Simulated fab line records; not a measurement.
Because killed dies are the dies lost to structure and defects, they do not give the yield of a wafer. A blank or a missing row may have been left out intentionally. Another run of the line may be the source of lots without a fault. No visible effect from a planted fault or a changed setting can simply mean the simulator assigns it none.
Which tool did it? / flow nandHarc / Sampling: 11 lots, 33 wafers, 5 of 1302 route steps

== WHAT EACH GAUGE READ, for each wafer ==
NHARC_END_SORT_01. Usual: killedAtArray 52, standard deviation 18; killedAtOther 1.2, standard deviation 1.5; killedAtPeriphery 4, standard deviation 3.2; killedDies 57, standard deviation 17; killedOpen 3.1, standard deviation 1.9; killedShort 2.5, standard deviation 1.7.
lot=L888; measured=day 29 15:56; on=prober-02; killedAtArray=65 70 675; killedAtOther=0 0 0; killedAtPeriphery=3 5 2; killedDies=68 75 677; killedOpen=2 0 7; killedShort=1 2 3; flag=OFF
lot=L891; measured=day 30 12:46; on=prober-02; killedAtArray=32 42 674; killedAtOther=0 0 0; killedAtPeriphery=1 2 2; killedDies=33 44 676; killedOpen=1 4 2; killedShort=1 3 2; flag=OFF

== EACH LOT AND THE TOOL THAT RAN IT (in order: tool; ch and the chambers of the sampled wafers; start) ==
lot=L876; NHARC_A_CONTACT_ETCH_76=rieDiel-10 ch 1,2, day 21 20:47 or earlier; NHARC_A_CONTACT_ETCH_78=rieDiel-10 ch 0,2,3, day 21 20:47 or earlier; NHARC_A_CONTACT_ETCH_131=harCapEtch-03 ch 0,1, day 21 20:47; NHARC_A_CONTACT_ETCH_97=rieDiel-10 ch 0,3, day 21 22:04
lot=L878; NHARC_A_CONTACT_ETCH_76=rieDiel-03 ch 0,1,2, day 22 04:50 or earlier; NHARC_A_CONTACT_ETCH_78=rieDiel-03 ch 0,2, day 22 04:50 or earlier; NHARC_A_CONTACT_ETCH_131=harCapEtch-02 ch 0,1, day 22 04:50; NHARC_A_CONTACT_ETCH_97=rieDiel-10 ch 0,2,3, day 22 06:05
lot=L877; NHARC_A_CONTACT_ETCH_76=rieDiel-13 ch 0,1,2, day 22 11:07 or earlier; NHARC_A_CONTACT_ETCH_78=rieDiel-13 ch 1,2, day 22 11:07 or earlier; NHARC_A_CONTACT_ETCH_131=harCapEtch-02 ch 0,1, day 22 11:07; NHARC_A_CONTACT_ETCH_97=rieDiel-10 ch 0,2, day 22 12:20
lot=L881; NHARC_A_CONTACT_ETCH_76=rieDiel-03 ch 0,2,3, day 23 10:58 or earlier; NHARC_A_CONTACT_ETCH_78=rieDiel-03 ch 0,2,3, day 23 10:58 or earlier; NHARC_A_CONTACT_ETCH_131=harCapEtch-01 ch 0, day 23 10:58; NHARC_A_CONTACT_ETCH_97=rieDiel-10 ch 1,2,3, day 23 12:13
lot=L886; NHARC_A_CONTACT_ETCH_76=rieDiel-03 ch 0,3, day 26 02:02 or earlier; NHARC_A_CONTACT_ETCH_78=rieDiel-03 ch 0,1, day 26 02:02 or earlier; NHARC_A_CONTACT_ETCH_131=harCapEtch-01 ch 0,1, day 26 02:02; NHARC_A_CONTACT_ETCH_97=rieDiel-13 ch 2,3, day 26 03:28
lot=L888; NHARC_A_CONTACT_ETCH_76=rieDiel-10 ch 1,2,3, day 27 06:46 or earlier; NHARC_A_CONTACT_ETCH_78=rieDiel-10 ch 1,2,3, day 27 06:46 or earlier; NHARC_A_CONTACT_ETCH_131=harCapEtch-01 ch 0,1, day 27 06:46; NHARC_A_CONTACT_ETCH_97=rieDiel-10 ch 0,1,3, day 27 07:57
lot=L891; NHARC_A_CONTACT_ETCH_76=rieDiel-13 ch 0,3, day 28 01:59 or earlier; NHARC_A_CONTACT_ETCH_78=rieDiel-13 ch 1,2, day 28 01:59 or earlier; NHARC_A_CONTACT_ETCH_131=harCapEtch-02 ch 0,1, day 28 01:59; NHARC_A_CONTACT_ETCH_97=rieDiel-10 ch 0,2, day 28 03:32
lot=L893; NHARC_A_CONTACT_ETCH_76=rieDiel-03 ch 0,3, day 28 10:40 or earlier; NHARC_A_CONTACT_ETCH_78=rieDiel-03 ch 1,2,3, day 28 10:40 or earlier; NHARC_A_CONTACT_ETCH_131=harCapEtch-02 ch 0,1, day 28 10:40; NHARC_A_CONTACT_ETCH_97=rieDiel-13 ch 1,2,3, day 28 11:56
lot=L896; NHARC_A_CONTACT_ETCH_76=rieDiel-10 ch 0,1,3, day 31 04:38 or earlier; NHARC_A_CONTACT_ETCH_78=rieDiel-10 ch 0,1,2, day 31 04:38 or earlier; NHARC_A_CONTACT_ETCH_131=harCapEtch-02 ch 0,1, day 31 04:38; NHARC_A_CONTACT_ETCH_97=rieDiel-10 ch 0,1,2, day 31 05:54
lot=L898; NHARC_A_CONTACT_ETCH_76=rieDiel-03 ch 1,2,3, day 31 07:52 or earlier; NHARC_A_CONTACT_ETCH_78=rieDiel-03 ch 2,3, day 31 07:52 or earlier; NHARC_A_CONTACT_ETCH_131=harCapEtch-03 ch 0, day 31 07:52; NHARC_A_CONTACT_ETCH_97=rieDiel-10 ch 1,3, day 31 09:08
lot=L897; NHARC_A_CONTACT_ETCH_76=rieDiel-10 ch 0,3, day 31 13:11 or earlier; NHARC_A_CONTACT_ETCH_78=rieDiel-10 ch 0,3, day 31 13:11 or earlier; NHARC_A_CONTACT_ETCH_131=harCapEtch-03 ch 0,1, day 31 13:11; NHARC_A_CONTACT_ETCH_97=rieDiel-10 ch 2,3, day 31 14:24
- NHARC_A_CONTACT_ETCH_76: etches the open film in N2/H2, target depth 260 nm, time 475.3 s.
- NHARC_A_CONTACT_ETCH_78: etches the open film in O2/COS, target depth 5300 nm, time 1378 s.
- NHARC_A_CONTACT_ETCH_131: etches the open film in C4F8/O2/Ar, time 197 s, target depth 1918 nm.
- NHARC_A_CONTACT_ETCH_97: etches the open film in C4F6/O2, target depth 20 nm, time 10 s.

== WHAT THE TOOLS THEMSELVES READ (means of the sampled wafers that have a number; where no wafer has one, the mark that the record gives instead) ==
NHARC_A_CONTACT_ETCH_76. Usual: drypumpMotorCurrentA 5.8 A, standard deviation 0.5; oesProductAu 0.997 a.u., standard deviation 0.01; rfVppV 430.8 V, standard deviation 2.7; runLengthS 496.7 s, standard deviation 0.41; showerheadPlenumPTorr 2.05 Torr, standard deviation 0.099; throttleValvePct 14.171 %, standard deviation 0.0094.
lot=L876; tool=rieDiel-10; drypumpMotorCurrentA (A)=6.0; oesProductAu (a.u.)=0.998; rfVppV (V)=432.5; runLengthS (s)=496.9; showerheadPlenumPTorr (Torr)=2.14; throttleValvePct (%)=14.177; flag=
lot=L878; tool=rieDiel-03; drypumpMotorCurrentA (A)=5.6; oesProductAu (a.u.)=0.991; rfVppV (V)=429.6; runLengthS (s)=496.5; showerheadPlenumPTorr (Torr)=1.98; throttleValvePct (%)=14.175; flag=
lot=L877; tool=rieDiel-13; drypumpMotorCurrentA (A)=5.8; oesProductAu (a.u.)=1.005; rfVppV (V)=430.6; runLengthS (s)=496.4; showerheadPlenumPTorr (Torr)=2.03; throttleValvePct (%)=14.176; flag=
lot=L881; tool=rieDiel-03; drypumpMotorCurrentA (A)=5.6; oesProductAu (a.u.)=0.997; rfVppV (V)=429.1; runLengthS (s)=496.3; showerheadPlenumPTorr (Torr)=2.01; throttleValvePct (%)=14.177; flag=
lot=L886; tool=rieDiel-03; drypumpMotorCurrentA (A)=5.4; oesProductAu (a.u.)=0.996; rfVppV (V)=430.4; runLengthS (s)=496.1; showerheadPlenumPTorr (Torr)=2.02; throttleValvePct (%)=14.176; flag=
lot=L888; tool=rieDiel-10; drypumpMotorCurrentA (A)=6.3; oesProductAu (a.u.)=0.989; rfVppV (V)=432.1; runLengthS (s)=496.9; showerheadPlenumPTorr (Torr)=2.08; throttleValvePct (%)=14.166; flag=
lot=L891; tool=rieDiel-13; drypumpMotorCurrentA (A)=5.5; oesProductAu (a.u.)=0.982; rfVppV (V)=431.2; runLengthS (s)=497.0; showerheadPlenumPTorr (Torr)=2.09; throttleValvePct (%)=14.162; flag=
lot=L893; tool=rieDiel-03; drypumpMotorCurrentA (A)=5.4; oesProductAu (a.u.)=1.001; rfVppV (V)=432.1; runLengthS (s)=496.5; showerheadPlenumPTorr (Torr)=2.09; throttleValvePct (%)=14.178; flag=
lot=L896; tool=rieDiel-10; drypumpMotorCurrentA (A)=6.1; oesProductAu (a.u.)=1.006; rfVppV (V)=430.2; runLengthS (s)=496.5; showerheadPlenumPTorr (Torr)=2.04; throttleValvePct (%)=14.168; flag=
lot=L898; tool=rieDiel-03; drypumpMotorCurrentA (A)=5.6; oesProductAu (a.u.)=1.007; rfVppV (V)=430.6; runLengthS (s)=496.6; showerheadPlenumPTorr (Torr)=2.04; throttleValvePct (%)=14.180; flag=
lot=L897; tool=rieDiel-10; drypumpMotorCurrentA (A)=6.1; oesProductAu (a.u.)=0.998; rfVppV (V)=429.9; runLengthS (s)=496.4; showerheadPlenumPTorr (Torr)=2.01; throttleValvePct (%)=14.169; flag=

NHARC_A_CONTACT_ETCH_78. Usual: drypumpMotorCurrentA 5.9 A, standard deviation 0.51; oesProductAu 0.996 a.u., standard deviation 0.01; rfVppV 314.3 V, standard deviation 2; runLengthS 1399.3 s, standard deviation 0.42; showerheadPlenumPTorr 3.13 Torr, standard deviation 0.14; throttleValvePct 28.330 %, standard deviation 0.0083.
lot=L876; tool=rieDiel-10; drypumpMotorCurrentA (A)=5.9; oesProductAu (a.u.)=0.992; rfVppV (V)=314.6; runLengthS (s)=1399.3; showerheadPlenumPTorr (Torr)=3.18; throttleValvePct (%)=28.322; flag=
lot=L878; tool=rieDiel-03; drypumpMotorCurrentA (A)=5.7; oesProductAu (a.u.)=0.999; rfVppV (V)=311.7; runLengthS (s)=1399.0; showerheadPlenumPTorr (Torr)=2.98; throttleValvePct (%)=28.326; flag=
lot=L877; tool=rieDiel-13; drypumpMotorCurrentA (A)=6.2; oesProductAu (a.u.)=1.004; rfVppV (V)=312.1; runLengthS (s)=1399.1; showerheadPlenumPTorr (Torr)=3.00; throttleValvePct (%)=28.329; flag=
lot=L881; tool=rieDiel-03; drypumpMotorCurrentA (A)=5.6; oesProductAu (a.u.)=0.997; rfVppV (V)=313.4; runLengthS (s)=1399.3; showerheadPlenumPTorr (Torr)=3.08; throttleValvePct (%)=28.329; flag=
lot=L886; tool=rieDiel-03; drypumpMotorCurrentA (A)=5.4; oesProductAu (a.u.)=0.999; rfVppV (V)=314.2; runLengthS (s)=1399.3; showerheadPlenumPTorr (Torr)=3.12; throttleValvePct (%)=28.338; flag=
lot=L888; tool=rieDiel-10; drypumpMotorCurrentA (A)=6.3; oesProductAu (a.u.)=0.985; rfVppV (V)=315.5; runLengthS (s)=1399.4; showerheadPlenumPTorr (Torr)=3.18; throttleValvePct (%)=28.335; flag=
lot=L891; tool=rieDiel-13; drypumpMotorCurrentA (A)=5.8; oesProductAu (a.u.)=1.008; rfVppV (V)=310.7; runLengthS (s)=1399.1; showerheadPlenumPTorr (Torr)=2.95; throttleValvePct (%)=28.327; flag=
lot=L893; tool=rieDiel-03; drypumpMotorCurrentA (A)=5.6; oesProductAu (a.u.)=0.998; rfVppV (V)=314.3; runLengthS (s)=1399.7; showerheadPlenumPTorr (Torr)=3.13; throttleValvePct (%)=28.317; flag=
lot=L896; tool=rieDiel-10; drypumpMotorCurrentA (A)=5.9; oesProductAu (a.u.)=0.984; rfVppV (V)=315.0; runLengthS (s)=1399.5; showerheadPlenumPTorr (Torr)=3.20; throttleValvePct (%)=28.327; flag=
lot=L898; tool=rieDiel-03; drypumpMotorCurrentA (A)=5.8; oesProductAu (a.u.)=0.999; rfVppV (V)=312.1; runLengthS (s)=1399.2; showerheadPlenumPTorr (Torr)=3.03; throttleValvePct (%)=28.337; flag=
lot=L897; tool=rieDiel-10; drypumpMotorCurrentA (A)=6.1; oesProductAu (a.u.)=1.005; rfVppV (V)=313.9; runLengthS (s)=1399.4; showerheadPlenumPTorr (Torr)=3.09; throttleValvePct (%)=28.330; flag=

NHARC_A_CONTACT_ETCH_131. Usual: 1.001 a.u. for oesAirLineAu, sd 0.02.
lot=L876; tool=harCapEtch-03; oesAirLineAu (a.u.)=1.008; flag=
lot=L878; tool=harCapEtch-02; oesAirLineAu (a.u.)=0.998; flag=
lot=L877; tool=harCapEtch-02; oesAirLineAu (a.u.)=1.006; flag=
lot=L881; tool=harCapEtch-01; oesAirLineAu (a.u.)=1.010; flag=
lot=L886; tool=harCapEtch-01; oesAirLineAu (a.u.)=1.000; flag=
lot=L888; tool=harCapEtch-01; oesAirLineAu (a.u.)=0.985; flag=
lot=L891; tool=harCapEtch-02; oesAirLineAu (a.u.)=1.007; flag=
lot=L893; tool=harCapEtch-02; oesAirLineAu (a.u.)=1.014; flag=
lot=L896; tool=harCapEtch-02; oesAirLineAu (a.u.)=1.010; flag=
lot=L898; tool=harCapEtch-03; oesAirLineAu (a.u.)=0.996; flag=
lot=L897; tool=harCapEtch-03; oesAirLineAu (a.u.)=1.017; flag=

NHARC_A_CONTACT_ETCH_97. Usual: drypumpMotorCurrentA 5.9 A, standard deviation 0.52; oesProductAu 0.951 a.u., standard deviation 0.026; rfVppV 547 V, standard deviation 3.2; runLengthS 31.2 s, standard deviation 0.37; showerheadPlenumPTorr 3.95 Torr, standard deviation 0.15; throttleValvePct 26.903 %, standard deviation 0.009.
lot=L876; tool=rieDiel-10; drypumpMotorCurrentA (A)=5.7; oesProductAu (a.u.)=0.926; rfVppV (V)=547; runLengthS (s)=30.8; showerheadPlenumPTorr (Torr)=3.92; throttleValvePct (%)=26.902; flag=
lot=L878; tool=rieDiel-10; drypumpMotorCurrentA (A)=5.9; oesProductAu (a.u.)=0.953; rfVppV (V)=548; runLengthS (s)=31.2; showerheadPlenumPTorr (Torr)=3.99; throttleValvePct (%)=26.911; flag=
lot=L877; tool=rieDiel-10; drypumpMotorCurrentA (A)=5.6; oesProductAu (a.u.)=0.996; rfVppV (V)=550; runLengthS (s)=31.6; showerheadPlenumPTorr (Torr)=4.08; throttleValvePct (%)=26.893; flag=
lot=L881; tool=rieDiel-10; drypumpMotorCurrentA (A)=6.3; oesProductAu (a.u.)=0.940; rfVppV (V)=548; runLengthS (s)=31.0; showerheadPlenumPTorr (Torr)=4.00; throttleValvePct (%)=26.890; flag=
lot=L886; tool=rieDiel-13; drypumpMotorCurrentA (A)=5.9; oesProductAu (a.u.)=0.937; rfVppV (V)=543; runLengthS (s)=31.5; showerheadPlenumPTorr (Torr)=3.73; throttleValvePct (%)=26.904; flag=
lot=L888; tool=rieDiel-10; drypumpMotorCurrentA (A)=6.1; oesProductAu (a.u.)=0.935; rfVppV (V)=547; runLengthS (s)=29.9; showerheadPlenumPTorr (Torr)=3.93; throttleValvePct (%)=26.900; flag=OFF
lot=L891; tool=rieDiel-10; drypumpMotorCurrentA (A)=5.6; oesProductAu (a.u.)=0.949; rfVppV (V)=550; runLengthS (s)=30.2; showerheadPlenumPTorr (Torr)=4.07; throttleValvePct (%)=26.899; flag=
lot=L893; tool=rieDiel-13; drypumpMotorCurrentA (A)=5.8; oesProductAu (a.u.)=0.939; rfVppV (V)=542; runLengthS (s)=30.9; showerheadPlenumPTorr (Torr)=3.72; throttleValvePct (%)=26.906; flag=
lot=L896; tool=rieDiel-10; drypumpMotorCurrentA (A)=5.9; oesProductAu (a.u.)=0.939; rfVppV (V)=548; runLengthS (s)=31.3; showerheadPlenumPTorr (Torr)=4.01; throttleValvePct (%)=26.895; flag=
lot=L898; tool=rieDiel-10; drypumpMotorCurrentA (A)=6.5; oesProductAu (a.u.)=0.936; rfVppV (V)=546; runLengthS (s)=31.3; showerheadPlenumPTorr (Torr)=3.90; throttleValvePct (%)=26.906; flag=
lot=L897; tool=rieDiel-10; drypumpMotorCurrentA (A)=6.3; oesProductAu (a.u.)=0.935; rfVppV (V)=548; runLengthS (s)=31.1; showerheadPlenumPTorr (Torr)=3.94; throttleValvePct (%)=26.894; flag=

== THE ANSWER, worked out from the rows above alone ==
Rule: take the mean of a lot's wafers that have a number; if it is more than 3 standard deviations from the usual mean, the lot is off. A lot without any number at a reading at which 4 lots or more have one is off too. All remaining lots with rows at the step are treated as sound. Order of review: gauges by route order, followed by the tools' own readings, for which a lot's mean as printed above is used. The first step at which some lot is off is used, and at that step the reading that is off furthest; a lot without a number counts as furthest.
Off: L888, L891 (NHARC_END_SORT_01, killedDies). Neither off nor sound, because the step has no rows for them: L876, L878, L877, L881, L886, L893, L896, L898, L897.
If a tool, at a process step before that reading, ran all the lots that are off and no sound lot after the first of them, it fits. Gauges at NHARC_END_SORT_01: tried the same way as those tools. NHARC_A_CONTACT_ETCH_76 gives no start for some lots, so the hours and the order of its lots are those of NHARC_A_CONTACT_ETCH_131. NHARC_A_CONTACT_ETCH_78 gives no start for some lots, so the hours and the order of its lots are those of NHARC_A_CONTACT_ETCH_131. 2 tools fit, rieDiel-10 at NHARC_A_CONTACT_ETCH_97 and prober-02 at NHARC_END_SORT_01, so this cannot tell which one it is.

== WHAT THE SIMULATOR HAD PUT IN ==
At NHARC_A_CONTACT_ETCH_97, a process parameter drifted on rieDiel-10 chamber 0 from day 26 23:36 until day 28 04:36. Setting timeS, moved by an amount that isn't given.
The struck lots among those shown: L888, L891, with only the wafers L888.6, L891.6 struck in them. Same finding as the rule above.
